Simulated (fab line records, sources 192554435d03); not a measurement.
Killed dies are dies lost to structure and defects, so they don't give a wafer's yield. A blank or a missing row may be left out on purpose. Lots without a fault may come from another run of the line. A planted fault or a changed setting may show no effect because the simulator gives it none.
fab line records | flow n5_finfet
record lots=6 wafers=18 last_day=18
route steps=1938 shown BEOL_M0_SAQP@634
lots that met no fault: from a run of the same line without faults
start_h: hours from the record's first day to the start of the lot's first wafer shown | wait_h: hours since the lot's step before | " the same as in the row above | L1.1+2: a row that stands for several wafers | - no value, or no start given | * or withheld: withheld | < > ~ a bound
route shown NAME@n: a module of which the file shows steps, and the number in the route of the first | usual: mean/standard deviation of fault-free wafers | same: alike in all rows | chamber/n: place in a boat | sites: the reading at each site | _std_site: their standard deviation | _edge_site: outer sites' mean less inner sites' | radius_mm: how far each site lies from the wafer's centre | mask NAME#n: copy n | behind: the tool/chamber that last shaped the wafer | hold: why the lot was held/for how many hours/how that ended | device: the transistor (n, p or np) that didn't switch | end of line: the same wafers' tests at the end of the route | a step without rows: its recipe alone | killed: dies lost to structure and defects at the first sort, not the wafer's yield | map: a wafer's dies, x killed, . not, _ none there
set.NAME: the setting as run; set.NAME@STEP: as run at that earlier step | model.NAME: the simulator's own value behind a step, which no gauge read
lots at some steps of the route; a table a step, a row a wafer
services: from which hour (start_h, from the record's first day; less than 0 if before it) a tool's chamber was out of use, for how many hours, and why
## steps
# step N5_BEOL_M0_SAQP_HM_DEP_02
# recipe material=TiN target_thk_a=120 temp_c=25 chamber_pressure_pa=0.49996
# usual throttle_valve_pct=30.2/0.98
# columns lot.wafer tool chamber start_h wait_h throttle_valve_pct
L890.2 pvd_sputter-02 - 119.81 1.2 30.3
L890.3 " - " " 31.0
L890.5 " - " " 28.2
L894.2 pvd_sputter-03 - 139.09 0.5 30.7
L894.5 " - " " 30.3
L894.6 " - " " 29.9
L903.1 pvd_sputter-01 - 191.06 0.5 32.2
L903.3 " - " " 29.7
L903.6 " - " " 32.2
L904.1 pvd_sputter-01 - 196.24 0.5 31.9
L904.2 " - " " 29.8
L904.3 " - " " 29.6
L909.2 pvd_sputter-01 - 234.44 0.5 32.1
L909.3 " - " " 29.8
L909.4 " - " " 30.9
L911.3 pvd_sputter-03 - 241.41 1.5 30.4
L911.4 " - " " 30.3
L911.6 " - " " 29.6
# step N5_BEOL_M0_SAQP_PECVD_03
# recipe material=SiCN target_thk_a=120 temp_c=withheld precursor=3MS/NH3 pressure_torr=3 rf_w=202 time_s=21.1
# usual chamber_pressure_Torr=2.999/0.007 showerhead_plenum_p_Torr=3.661/0.0087 throttle_valve_pct=9.3/0.57
# columns lot.wafer tool chamber start_h wait_h chamber_pressure_Torr showerhead_plenum_p_Torr throttle_valve_pct
L890.2 pecvd-04 0 119.93 0.1 3.001 3.674 9.3
L890.3 " 2 " " 2.995 3.658 9.3
L890.5 " 0 " " 3.009 3.660 9.5
L894.2 pecvd-03 2 139.21 0.1 2.996 3.650 8.9
L894.5 " 1 " " 3.002 3.670 9.9
L894.6 " 2 " " 2.996 3.653 8.8
L903.1 pecvd-04 0 191.18 0.1 3.006 3.670 9.5
L903.3 " 2 " " 3.004 3.661 9.4
L903.6 " 0 " " 3.010 3.676 9.2
L904.1 pecvd-03 2 196.36 0.1 2.985 3.662 8.9
L904.2 " 1 " " 3.006 3.663 10.0
L904.3 " 0 " " 2.991 3.665 9.4
L909.2 pecvd-04 0 234.56 0.1 2.999 3.671 9.3
L909.3 " 2 " " 2.992 3.659 8.6
L909.4 " 1 " " 2.997 3.671 10.0
L911.3 pecvd-01 1 241.53 0.1 3.001 3.658 8.4
L911.4 " 1 " " 3.003 3.660 8.1
L911.6 " 0 " " 2.994 3.661 9.6
# step N5_BEOL_M0_SAQP_PECVD_96
# recipe material=a-Si target_thk_a=450 temp_c=350 precursor=SiH4/He pressure_torr=3 rf_w=100 time_s=45.2
# usual chamber_pressure_Torr=3.000/0.0065 heater_power_w=677/81 showerhead_plenum_p_Torr=5.65/0.031 throttle_valve_pct=18.6/1.1
# columns lot.wafer tool chamber start_h wait_h chamber_pressure_Torr heater_power_w showerhead_plenum_p_Torr throttle_valve_pct
L890.2 pecvd-04 0 119.96 0.0 2.999 668 5.67 18.8
L890.3 " 2 " " 3.004 747 5.65 18.4
L890.5 " 0 " " 3.000 677 5.68 18.5
L894.2 pecvd-03 2 139.24 0.0 3.008 638 5.64 17.7
L894.5 " 1 " " 2.997 684 5.67 20.1
L894.6 " 2 " " 2.995 631 5.63 17.5
L903.1 pecvd-04 0 191.21 0.0 3.005 770 5.68 18.8
L903.3 " 2 " " 3.007 664 5.65 18.9
L903.6 " 0 " " 2.994 749 5.68 18.8
L904.1 pecvd-03 2 196.39 0.0 2.999 631 5.62 17.9
L904.2 " 1 " " 3.004 764 5.68 20.1
L904.3 " 0 " " 2.997 610 5.65 18.9
L909.2 pecvd-04 0 234.59 0.0 2.987 732 5.68 18.8
L909.3 " 2 " " 2.993 778 5.62 17.4
L909.4 " 1 " " 2.998 790 5.71 20.5
L911.3 pecvd-01 1 241.56 0.0 3.007 782 5.64 16.6
L911.4 " 1 " " 3.002 815 5.65 16.7
L911.6 " 0 " " 3.000 681 5.63 19.0
# step N5_BEOL_M0_SAQP_PECVD_97
# recipe material=SiNx target_thk_a=230 temp_c=350 precursor=SiH4/NH3/N2 pressure_torr=1.5 rf_w=300 time_s=19.9
# usual chamber_pressure_Torr=1.4997/0.0029 heater_power_w=600/80 showerhead_plenum_p_Torr=5.12/0.041 throttle_valve_pct=40.9/2.5
# columns lot.wafer tool chamber start_h wait_h chamber_pressure_Torr heater_power_w showerhead_plenum_p_Torr throttle_valve_pct
L890.2 pecvd-04 0 120.00 0.0 1.5040 723 5.16 41.0
L890.3 " 2 " " 1.4981 667 5.10 40.8
L890.5 " 0 " " 1.5028 721 5.17 40.8
L894.2 pecvd-03 2 139.28 0.0 1.5010 550 5.11 39.0
L894.5 " 1 " " 1.5023 572 5.16 43.8
L894.6 " 2 " " 1.4989 558 5.09 38.9
L903.1 pecvd-04 0 191.25 0.0 1.4989 620 5.16 40.9
L903.3 " 2 " " 1.5051 656 5.10 40.6
L903.6 " 0 " " 1.5004 594 5.16 41.1
L904.1 pecvd-03 2 196.43 0.0 1.4990 585 5.12 39.1
L904.2 " 1 " " 1.4923 661 5.15 43.7
L904.3 " 0 " " 1.5014 479 5.13 41.0
L909.2 pecvd-04 0 234.64 0.0 1.5005 696 5.16 41.7
L909.3 " 2 " " 1.4982 682 5.09 37.7
L909.4 " 1 " " 1.5021 736 5.20 44.2
L911.3 pecvd-01 1 241.60 0.0 1.4973 699 5.11 36.2
L911.4 " 1 " " 1.5003 726 5.12 36.1
L911.6 " 0 " " 1.4991 588 5.10 42.2
# step N5_BEOL_M0_SAQP_PECVD_04
# recipe material=a-Si target_thk_a=600 temp_c=350 precursor=SiH4/He pressure_torr=3 rf_w=100 time_s=60.2
# step N5_BEOL_M0_SAQP_THK_MEAS_05
# usual thk_nm=60.1/0.78
# columns lot.wafer tool chamber start_h wait_h thk_nm
L890.2 film_metro-02 - 120.14 0.1 59.8
L890.3 " - " " 59.7
L890.5 " - " " 60.5
L894.2 film_metro-01 - 139.42 0.1 60.2
L894.5 " - " " 61.1
L894.6 " - " " 61.0
L903.1 film_metro-01 - 191.39 0.1 60.3
L903.3 " - " " 59.0
L903.6 " - " " 60.8
L904.1 film_metro-01 - 196.58 0.1 60.2
L904.2 " - " " 59.5
L904.3 " - " " 60.3
L909.2 film_metro-01 - 234.92 0.2 58.6
L909.3 " - " " 58.7
L909.4 " - " " 59.6
L911.3 film_metro-02 - 241.74 0.1 59.6
L911.4 " - " " 59.7
L911.6 " - " " 59.5
# step N5_BEOL_M0_SAQP_HM_DEP_111
# recipe material=SiO2 target_thk_a=120 temp_c=400 precursor=SiH4/N2O pressure_torr=0.75 rf_w=275 time_s=7.2
# usual chamber_pressure_Torr=0.7504/0.0019 heater_power_w=864/110 showerhead_plenum_p_Torr=8.11/0.099
# columns lot.wafer tool chamber start_h wait_h chamber_pressure_Torr heater_power_w showerhead_plenum_p_Torr
L890.2 pecvd-01 1 120.17 0.0 0.7477 1017 8.10
L890.3 " 0 " " 0.7478 857 8.09
L890.5 " 2 " " 0.7494 748 7.95
L894.2 pecvd-03 2 139.46 0.0 0.7521 763 8.09
L894.5 " 2 " " 0.7518 760 8.08
L894.6 " 1 " " 0.7513 999 8.17
L903.1 pecvd-04 0 191.43 0.0 0.7540 880 8.17
L903.3 " 2 " " 0.7504 895 8.04
L903.6 " 2 " " 0.7510 888 8.08
L904.1 pecvd-04 2 196.62 0.0 0.7520 836 8.09
L904.2 " 1 " " 0.7461 1013 8.27
L904.3 " 0 " " 0.7525 985 8.18
L909.2 pecvd-04 1 234.96 0.0 0.7520 1028 8.25
L909.3 " 2 " " 0.7505 882 8.03
L909.4 " 2 " " 0.7506 885 8.05
L911.3 pecvd-04 0 241.78 0.0 0.7511 994 8.20
L911.4 " 0 " " 0.7536 983 8.22
L911.6 " 1 " " 0.7477 928 8.27
# step N5_BEOL_M0_SAQP_COAT_81
# recipe resist=SOC temp_c=250 time_s=60 spin_rpm=1500 resist_thk_nm=100
# step N5_BEOL_M0_SAQP_COAT_82
# recipe resist=SiARC temp_c=220 time_s=60 spin_rpm=1500 resist_thk_nm=30
# step N5_BEOL_M0_SAQP_COAT_08
# recipe resist=CAR-ArF spin_rpm=1500 resist_thk_nm=90
# step N5_BEOL_M0_SAQP_EBR_10
# recipe solvent=PGMEA ebr_width_mm=1.5
# step N5_BEOL_M0_SAQP_SOFTBAKE_09
# recipe temp_c=110 time_s=60 resist=CAR-ArF
# step N5_BEOL_M0_SAQP_EXPOSE_11
# recipe mask_id=M0_CORE na=1.35 source_shape=dipole sigma_inner=0.538 sigma_outer=0.738 polarization=te target_cd_nm=42 dose_mj=55
# usual dipole_opening_deg=40/0 exposure_dose_mJ_cm2=54.94/0.061 focus_offset_nm=-0.1/0.47 na=1.35/0
# columns lot.wafer tool chamber start_h wait_h mask dipole_opening_deg exposure_dose_mJ_cm2 focus_offset_nm na
L890.2 arfi_scanner-03 0 120.50 - M0_CORE#0 40 54.87 -0.2 1.35
L890.3 " 0 " " M0_CORE#0 40 54.84 -0.8 1.35
L890.5 " 0 " " M0_CORE#0 40 54.88 -0.2 1.35
L894.2 arfi_scanner-01 0 139.66 - M0_CORE#0 40 54.96 0.0 1.35
L894.5 " 0 " " M0_CORE#0 40 54.85 0.1 1.35
L894.6 " 0 " " M0_CORE#0 40 54.91 -0.1 1.35
L903.1 arfi_scanner-03 - 191.62 - M0_CORE#0 - - - -
L903.3 " - " " M0_CORE#0 - - - -
L903.6 " - " " M0_CORE#0 - - - -
L904.1 arfi_scanner-02 - 196.94 - M0_CORE#0 - - - -
L904.2 " - " " M0_CORE#0 - - - -
L904.3 " - " " M0_CORE#0 - - - -
L909.2 arfi_scanner-02 0 235.16 - M0_CORE#0 40 54.91 -0.4 1.35
L909.3 " 0 " " M0_CORE#0 40 54.92 0.4 1.35
L909.4 " 0 " " M0_CORE#0 40 54.90 0.2 1.35
L911.3 arfi_scanner-01 0 242.12 - M0_CORE#0 40 54.92 0.4 1.35
L911.4 " 0 " " M0_CORE#0 40 54.99 0.0 1.35
L911.6 " 0 " " M0_CORE#0 40 55.00 1.1 1.35
# step N5_BEOL_M0_SAQP_PEB_12
# recipe peb_temp_c=withheld peb_time_s=60 resist=CAR-ArF
## services
# columns tool chamber start_h hours kind
arfi_scanner-02 - 106.73 1.3 pm
pecvd-01 - 115.27 1.3 repair
pecvd-03 - 116.11 6.0 pm
arfi_scanner-01 - 117.71 4.9 pm
arfi_scanner-03 - 121.41 0.3 repair
arfi_scanner-02 - 123.43 1.0 pm
arfi_scanner-01 - 137.12 0.8 pm
arfi_scanner-01 - 138.25 0.3 repair
arfi_scanner-01 - 142.13 1.0 pm
arfi_scanner-02 - 147.21 2.1 repair
pecvd-01 0 160.15 4.4 repair
arfi_scanner-02 - 165.16 0.8 pm
pecvd-03 2 170.54 5.2 repair
arfi_scanner-02 - 173.36 1.0 pm
arfi_scanner-03 - 175.71 1.0 pm
pecvd-01 - 190.93 2.6 repair
arfi_scanner-03 - 193.83 0.8 pm
arfi_scanner-01 - 195.72 1.3 pm
arfi_scanner-01 - 197.82 3.1 pm
arfi_scanner-03 - 209.73 1.0 pm
arfi_scanner-03 - 210.73 1.3 pm
arfi_scanner-03 - 226.80 4.9 pm
arfi_scanner-02 - 232.23 1.3 pm
pecvd-03 1 241.93 22.3 repair
## key
first_sign step=N5_BEOL_M0_SAQP_EXPOSE_11 reading=tool_record direction=missing
effect none on later readings
met_at N5_BEOL_M0_SAQP_EXPOSE_11
struck_wafers L903.1,L903.3,L903.6,L904.1,L904.2,L904.3
later_rows_left_out L903.1,L903.3,L903.6,L904.1,L904.2,L904.3
sort_left_out L903.1,L903.3,L903.6,L904.1,L904.2,L904.3
onset_between 120.50 191.62
fault kind=skipped_step_whole tool=arfi_scanner-02,arfi_scanner-03 chamber=- onset_h=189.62 steps=N5_BEOL_M0_SAQP_EXPOSE_11 scope=struck_lots_only
# sort_left_out: the simulated sort isn't trusted on such a fault, so these wafers' sort isn't shown, and their yield isn't known
# later_rows_left_out: the simulator's readings of these wafers behind a module that went badly wrong aren't trusted and aren't shown, but for the sort
